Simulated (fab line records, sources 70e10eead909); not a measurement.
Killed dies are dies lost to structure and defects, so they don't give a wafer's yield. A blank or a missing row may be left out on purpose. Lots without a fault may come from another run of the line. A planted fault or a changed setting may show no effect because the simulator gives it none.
fab line records | flow nand_harc
record lots=6 wafers=18 last_day=24
route steps=1159 shown A_ZERO_WELL@412 A_SOURCE_PLATE@413 A_ONON_D1@424
lots that met no fault: from a run of the same line without faults
start_h: hours from the record's first day to the start of the lot's first wafer shown | wait_h: hours since the lot's step before | " the same as in the row above | L1.1+2: a row that stands for several wafers | - no value, or no start given | * or withheld: withheld | < > ~ a bound
route shown NAME@n: a module of which the file shows steps, and the number in the route of the first | usual: mean/standard deviation of fault-free wafers | same: alike in all rows | chamber/n: place in a boat | sites: the reading at each site | _std_site: their standard deviation | _edge_site: outer sites' mean less inner sites' | radius_mm: how far each site lies from the wafer's centre | mask NAME#n: copy n | behind: the tool/chamber that last shaped the wafer | hold: why the lot was held/for how many hours/how that ended | device: the transistor (n, p or np) that didn't switch | end of line: the same wafers' tests at the end of the route | a step without rows: its recipe alone | killed: dies lost to structure and defects at the first sort, not the wafer's yield | map: a wafer's dies, x killed, . not, _ none there
set.NAME: the setting as run; set.NAME@STEP: as run at that earlier step | model.NAME: the simulator's own value behind a step, which no gauge read
lots at some steps of the route; a table a step, a row a wafer
services: from which hour (start_h, from the record's first day; less than 0 if before it) a tool's chamber was out of use, for how many hours, and why
## steps
# step NHARC_A_ZERO_WELL_INSPECT_17
# usual raw_defect_count=11/5.5
# columns lot.wafer tool chamber start_h wait_h raw_defect_count
L872.1 defect_inspect-02 - 162.12 0.2 6
L872.3 " - " " 4
L872.5 " - " " 9
L876.2 defect_inspect-02 - 188.62 0.1 6
L876.4 " - " " 6
L876.5 " - " " 4
L881.3 defect_inspect-02 - 220.03 0.1 12
L881.4 " - " " 5
L881.6 " - " " 11
L879.4 defect_inspect-01 - 222.63 0.1 8
L879.5 " - " " 8
L879.6 " - " " 9
L883.3 defect_inspect-01 - 232.04 0.1 13
L883.4 " - " " 8
L883.6 " - " " 12
L889.1 defect_inspect-01 - 260.27 0.2 10
L889.2 " - " " 9
L889.3 " - " " 13
# step NHARC_A_SOURCE_PLATE_PRECLEAN_00
# recipe time_s=60 chemistry=HF-LAST
# step NHARC_A_SOURCE_PLATE_SRD_01
# step NHARC_A_SOURCE_PLATE_OXIDE_02
# recipe target_thk_a=100 temp_c=900 ox_time_s=1362 material=SiO2
# step NHARC_A_SOURCE_PLATE_THK_MEAS_09
# recipe thk_meas_gauge=ellipsometry
# usual thk_nm=9.8/0.95
# columns lot.wafer tool chamber start_h wait_h thk_nm
L872.1 film_metro-02 - 169.57 0.4 9.7
L872.3 " - " " 10.8
L872.5 " - " " 8.3
L876.2 film_metro-01 - 196.95 0.4 9.1
L876.4 " - " " 10.8
L876.5 " - " " 8.8
L881.3 film_metro-01 - 227.50 0.4 8.8
L881.4 " - " " 10.2
L881.6 " - " " 10.0
L879.4 film_metro-02 - 227.50 0.4 10.1
L879.5 " - " " 7.7
L879.6 " - " " 9.0
L883.3 film_metro-01 - 239.42 0.4 9.6
L883.4 " - " " 8.5
L883.6 " - " " 10.4
L889.1 film_metro-02 - 267.72 0.4 9.1
L889.2 " - " " 9.3
L889.3 " - " " 9.5
# step NHARC_A_SOURCE_PLATE_PVD_04
# recipe target_thk_a=500 material=WSi2
# step NHARC_A_SOURCE_PLATE_CVD_03
# recipe target_thk_a=2000 temp_c=620 pressure_mtorr=200 time_s=4000 material=poly-Si
# step NHARC_A_SOURCE_PLATE_ANNEAL_05
# recipe temp_c=850 time_s=1800
# step NHARC_A_SOURCE_PLATE_THK_MEAS_06
# recipe thk_meas_gauge=ellipsometry
# usual thk_nm=200.9/2
# columns lot.wafer tool chamber start_h wait_h thk_nm
L872.1 film_metro-01 - 182.89 0.4 200.3
L872.3 " - " " 199.2
L872.5 " - " " 200.1
L876.2 film_metro-02 - 210.28 0.4 202.9
L876.4 " - " " 203.7
L876.5 " - " " 202.4
L879.4 film_metro-02 - 241.43 0.4 206.5
L879.5 " - " " 204.4
L879.6 " - " " 203.6
L881.3 film_metro-01 - 241.43 0.4 201.7
L881.4 " - " " 204.0
L881.6 " - " " 204.4
L883.3 film_metro-02 - 253.68 0.4 199.4
L883.4 " - " " 199.2
L883.6 " - " " 197.0
L889.1 film_metro-02 - 283.70 0.4 200.8
L889.2 " - " " 201.3
L889.3 " - " " 198.9
# step NHARC_A_SOURCE_PLATE_INSPECT_08
# usual raw_defect_count=61/24
# columns lot.wafer tool chamber start_h wait_h raw_defect_count
L872.1 defect_inspect-02 - 182.96 0.0 66
L872.3 " - " " 53
L872.5 " - " " 44
L876.2 defect_inspect-02 - 210.35 0.0 53
L876.4 " - " " 54
L876.5 " - " " 51
L879.4 defect_inspect-01 - 241.49 0.0 56
L879.5 " - " " 58
L879.6 " - " " 61
L881.3 defect_inspect-02 - 241.50 0.0 80
L881.4 " - " " 56
L881.6 " - " " 55
L883.3 defect_inspect-01 - 253.77 0.0 122
L883.4 " - " " 78
L883.6 " - " " 29
L889.1 defect_inspect-02 - 283.76 0.0 80
L889.2 " - " " 67
L889.3 " - " " 44
# step NHARC_A_ONON_D1_DEP_00
# recipe target_thk_a=10000 n2_flow_sccm=2750 n2o_flow_sccm=2000 nh3_flow_sccm=500 sih4_flow_sccm=210 temp_c=400
# usual susceptor_temp_C=400.03/0.22
# columns lot.wafer tool chamber start_h wait_h susceptor_temp_C
L872.1 pecvd_onon-01 0 183.02 0.1 400.48
L872.3 " 0 " " 400.66
L872.5 " 0 " " 400.34
L876.2 pecvd_onon-04 0 210.47 0.1 399.78
L876.4 " 0 " " 399.95
L876.5 " 0 " " 399.92
L879.4 pecvd_onon-02 0 241.73 0.2 400.19
L879.5 " 0 " " 400.18
L879.6 " 0 " " 400.45
L881.3 pecvd_onon-01 0 242.03 0.5 400.02
L881.4 " 0 " " 400.18
L881.6 " 0 " " 400.26
L883.3 pecvd_onon-01 0 253.95 0.2 400.32
L883.4 " 0 " " 400.60
L883.6 " 0 " " 400.15
L889.1 pecvd_onon-02 0 283.83 0.1 400.15
L889.2 " 0 " " 399.90
L889.3 " 0 " " 400.20
# step NHARC_A_ONON_D1_THK_MEAS_02
# recipe thk_meas_gauge=ellipsometry
# usual thk_nm=995/12
# columns lot.wafer tool chamber start_h wait_h thk_nm
L872.1 film_metro-01 - 183.53 - 994
L872.3 " - " " 994
L872.5 " - " " 995
L876.2 film_metro-01 - 210.92 - 994
L876.4 " - " " 993
L876.5 " - " " 993
L879.4 film_metro-02 - 242.07 - 990
L879.5 " - " " 989
L879.6 " - " " 989
L881.3 film_metro-02 - 242.42 - 628
L881.4 " - " " 629
L881.6 " - " " 998
L883.3 film_metro-02 - 254.34 - 630
L883.4 " - " " 629
L883.6 " - " " 1001
L889.1 film_metro-01 - 284.34 - 993
L889.2 " - " " 995
L889.3 " - " " 995
# step NHARC_A_ONON_D1_DEP_03
# recipe target_thk_a=10000 n2_flow_sccm=2750 n2o_flow_sccm=2000 nh3_flow_sccm=500 sih4_flow_sccm=210 temp_c=400
## services
# columns tool chamber start_h hours kind
pecvd_onon-01 - 195.25 13.0 pm
pecvd_onon-04 - 237.00 13.0 pm
## key
first_sign step=NHARC_A_ONON_D1_THK_MEAS_02 reading=thk_nm direction=down sigmas=32 usual=995 struck=629
effect none on later readings
met_at NHARC_A_ONON_D1_DEP_00
struck_wafers L881.3,L881.4,L883.3,L883.4
later_rows_left_out L881.3,L881.4,L883.3,L883.4
sort_left_out L881.3,L881.4,L883.3,L883.4
tester_left_out L881,L883
onset_between 183.02 242.03
fault kind=process_parameter_drift tool=pecvd_onon-01 chamber=- onset_h=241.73 steps=NHARC_A_ONON_D1_DEP_00 channel=target_thk_a offset=* shape=step end_h=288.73 scope=struck_wafers_only acts_in=* stated=*
# tester_left_out: of these lots the tester's yield and bins aren't shown, on N5 and GAA mostly nor the transistor test; their killed dies are dies lost to structure and defects alone, not to doping, threshold or leakage, so they don't give the yield
# sort_left_out: the simulated sort isn't trusted on such a fault, so these wafers' sort isn't shown, and their yield isn't known
# later_rows_left_out: the simulator's readings of these wafers behind a module that went badly wrong aren't trusted and aren't shown, but for the sort
